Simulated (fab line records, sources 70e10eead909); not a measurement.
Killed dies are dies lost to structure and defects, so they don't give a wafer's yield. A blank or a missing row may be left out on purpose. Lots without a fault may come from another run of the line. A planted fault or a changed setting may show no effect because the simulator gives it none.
Tool commonality check | flow nand_harc | 11 lots, 33 wafers sampled

WHY IT WAS OPENED
At NHARC_A_M1_INSPECT_11 the reading raw_defect_count is flagged on 2 of 11 lots. Wafers without a fault read 33, standard deviation 14.
Rule: a lot is flagged when every wafer of it that has a number lies more than 4 standard deviations from that mean, or none has a number. The other lots count as sound.

lot  | measured     | on                | raw_defect_count, wafer by wafer | flag
L753 | day 18 01:29 | defect_inspect-02 | 28 43 39                         |
L749 | day 18 04:02 | defect_inspect-01 | 10 9 10                          |
L756 | day 19 01:52 | defect_inspect-01 | 561 576 547                      | FLAGGED
L757 | day 19 18:12 | defect_inspect-02 | 576 554 536                      | FLAGGED
L763 | day 21 00:31 | defect_inspect-02 | 40 38 43                         |
L766 | day 22 03:50 | defect_inspect-02 | 34 41 47                         |
L768 | day 22 09:04 | defect_inspect-02 | 63 56 63                         |
L771 | day 22 22:41 | defect_inspect-02 | 20 36 29                         |
L769 | day 23 04:31 | defect_inspect-01 | 69 59 51                         |
L770 | day 23 08:14 | defect_inspect-01 | 43 38 52                         |
L772 | day 24 02:14 | defect_inspect-02 | 21 26 20                         |
The numbers of the flagged lots are 558 on average: +525 against the usual, or +38 standard deviations.

WHICH TOOL RAN EACH LOT
The record holds 4 process steps before the reading, out of a route of 1159 steps. In each cell: the tool, then ch and the chambers that the sampled wafers went through, then the start.
lot  | flag    | NHARC_A_CONTACT_ALD_18              | NHARC_A_BLC_STRIP_21               | NHARC_A_M0_PVD_20                       | NHARC_A_M0_DEP_32
L753 |         | ald_metal-04 ch 0,1,3, day 17 13:19 | rie_diel-04 ch 0,2,3, day 17 18:31 | pvd_sputter-03, day 18 00:10 or earlier | pecvd-02 ch 0,1, day 18 00:10
L749 |         | ald_metal-01 ch 0,2, day 17 16:43   | rie_diel-02 ch 2,3, day 17 20:35   | pvd_sputter-03, day 18 02:41 or earlier | pecvd-04 ch 0,2, day 18 02:41
L756 | FLAGGED | ald_metal-03 ch 0,2,3, day 18 13:24 | rie_diel-02 ch 0,2,3, day 18 17:51 | pvd_sputter-02, day 19 00:44 or earlier | pecvd-02 ch 0,1,2, day 19 00:44
L757 | FLAGGED | ald_metal-01 ch 0,1,3, day 19 03:31 | rie_diel-02 ch 0,1,2, day 19 09:01 | pvd_sputter-03, day 19 16:48 or earlier | pecvd-02 ch 0,1, day 19 16:48
L763 |         | ald_metal-01 ch 1,2,3, day 20 13:16 | rie_diel-02 ch 1,3, day 20 17:43   | pvd_sputter-01, day 20 23:09 or earlier | pecvd-04 ch 1,2, day 20 23:09
L766 |         | ald_metal-04 ch 0,2,3, day 21 05:26 | rie_diel-02 ch 0,1,3, day 21 15:21 | pvd_sputter-02, day 22 02:37 or earlier | pecvd-02 ch 0,2, day 22 02:37
L768 |         | ald_metal-03 ch 0,3, day 21 18:09   | rie_diel-04 ch 0,3, day 22 01:54   | pvd_sputter-01, day 22 07:44 or earlier | pecvd-03 ch 0,1, day 22 07:44
L771 |         | ald_metal-03 ch 0,2, day 22 08:54   | rie_diel-02 ch 0,1,3, day 22 13:13 | pvd_sputter-02, day 22 21:31 or earlier | pecvd-03 ch 0,1,2, day 22 21:31
L769 |         | ald_metal-04 ch 0,1,2, day 22 12:14 | rie_diel-02 ch 0,2,3, day 22 18:41 | pvd_sputter-02, day 23 03:08 or earlier | pecvd-04 ch 0,1,2, day 23 03:08
L770 |         | ald_metal-01 ch 0,2, day 22 18:19   | rie_diel-12 ch 0,2, day 23 00:43   | pvd_sputter-02, day 23 06:55 or earlier | pecvd-02 ch 0,1, day 23 06:55
L772 |         | ald_metal-04 ch 0,1,2, day 23 15:08 | rie_diel-04 ch 0,1,2, day 23 18:28 | pvd_sputter-01, day 24 00:52 or earlier | pecvd-02 ch 0,1,2, day 24 00:52
What these steps do:
- NHARC_A_CONTACT_ALD_18: deposits TiN, target thk 3 nm, pulse time 1 s, ald cycles 150.
- NHARC_A_BLC_STRIP_21: strips in O2.
- NHARC_A_M0_PVD_20: deposits TaN, target thk 5 nm, time 8.06 s.
- NHARC_A_M0_DEP_32: deposits SiCN, target thk 30 nm.
- NHARC_A_M1_INSPECT_11

FLAGGED OVER TOTAL, TOOL BY TOOL (the gauges that took the reading come last)
step                   | tool              | lots run | flagged | share of the flagged lots | sound lots run after its first flagged lot
NHARC_A_CONTACT_ALD_18 | ald_metal-01      | 4        | 1       | some                      | 2 (L763,L770)
NHARC_A_CONTACT_ALD_18 | ald_metal-03      | 3        | 1       | some                      | 2 (L768,L771)
NHARC_A_CONTACT_ALD_18 | ald_metal-04      | 4        | 0       | none                      | -
NHARC_A_BLC_STRIP_21   | rie_diel-02       | 7        | 2       | all                       | 4 (L763,L766,L771,L769)
NHARC_A_BLC_STRIP_21   | rie_diel-04       | 3        | 0       | none                      | -
NHARC_A_BLC_STRIP_21   | rie_diel-12       | 1        | 0       | none                      | -
NHARC_A_M0_PVD_20      | pvd_sputter-01    | 3        | 0       | none                      | -
NHARC_A_M0_PVD_20      | pvd_sputter-02    | 5        | 1       | some                      | 4 (L766,L771,L769,L770)
NHARC_A_M0_PVD_20      | pvd_sputter-03    | 3        | 1       | some                      | 0
NHARC_A_M0_DEP_32      | pecvd-02          | 6        | 2       | all                       | 3 (L766,L770,L772)
NHARC_A_M0_DEP_32      | pecvd-03          | 2        | 0       | none                      | -
NHARC_A_M0_DEP_32      | pecvd-04          | 3        | 0       | none                      | -
NHARC_A_M1_INSPECT_11  | defect_inspect-01 | 4        | 1       | some                      | 2 (L769,L770)
NHARC_A_M1_INSPECT_11  | defect_inspect-02 | 7        | 1       | some                      | 5 (L763,L766,L768,L771,L772)
NHARC_A_M0_PVD_20 gives no start for some lots, so the hours and the order of its lots are those of NHARC_A_M0_DEP_32.

WHAT THE TABLE ALLOWS
2 rows of the table ran every flagged lot: rie_diel-02 at NHARC_A_BLC_STRIP_21, pecvd-02 at NHARC_A_M0_DEP_32.
- rie_diel-02 at NHARC_A_BLC_STRIP_21: 2 of its 7 lots flagged. Sound lots ran on it after the first flagged one (L763, L766, L771, L769), which a lasting fault on the whole tool wouldn't allow.
- pecvd-02 at NHARC_A_M0_DEP_32: 2 of its 6 lots flagged. Sound lots ran on it after the first flagged one (L766, L770, L772), which a lasting fault on the whole tool wouldn't allow.
No row of the table ran every flagged lot and no sound lot after the first.

WHAT THE SIMULATOR HAD PUT IN
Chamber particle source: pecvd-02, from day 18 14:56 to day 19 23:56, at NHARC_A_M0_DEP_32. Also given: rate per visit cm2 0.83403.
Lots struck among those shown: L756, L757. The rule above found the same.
